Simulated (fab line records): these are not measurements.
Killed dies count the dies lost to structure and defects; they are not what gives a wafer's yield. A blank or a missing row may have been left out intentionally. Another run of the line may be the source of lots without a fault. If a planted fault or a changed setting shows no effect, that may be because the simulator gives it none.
Matching of chambers | flow nandHarc | NHARC_P_GATE_DESCUM_31 on rieDiel-02 has 4 sister chambers
The step chemistry O2, time 3 s. 4 wafers are shown with their chamber, then 10 later ones without.

== WAFERS WITH THEIR CHAMBER ==
wafer  | chamber | drypumpMotorCurrentA (A)
L085.2 | 3       | 5.2
L085.6 | 1       | 6.4
L086.1 | 0       | 5.5
L086.2 | 2       | 5.4

== WAFERS MISSING THEIR CHAMBER ==
wafer  | drypumpMotorCurrentA (A)
L086.4 | 5.2
L090.3 | 5.4
L090.4 | 5.5
L090.6 | 5.2
L093.4 | 5.5
L093.5 | 5.5
L093.6 | 6.3
L097.2 | 6.4
L097.3 | 5.4
L097.5 | 5.4

== WHICH CHAMBER EACH ONE RAN IN ==
wafer  | from the rows above | in truth
L086.4 | 3                   | 3
L090.3 | 2                   | 2
L090.4 | 0                   | 0
L090.6 | 3                   | 3
L093.4 | 0                   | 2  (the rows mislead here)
L093.5 | 0                   | 0
L093.6 | 1                   | 1
L097.2 | 1                   | 1
L097.3 | 2                   | 2
L097.5 | 2                   | 2
Correct placement for 9 of the 10. Can't be placed from these rows: 0. Placed wrongly: 1.
How it was worked out, from the rows above alone: a wafer's distance from a chamber is the root of the sum, over the readings, of the square of ((its reading less the chamber's mean) divided by the reading's scatter). If the next closest chamber is less than 2 further off than the closest, the wafer can't be placed; otherwise it belongs to the closest. A chamber's mean is the mean of its shown wafers. The scatter: with one shown wafer a chamber, the root of the mean of the squares of how far each hidden wafer lies from its nearest shown one.
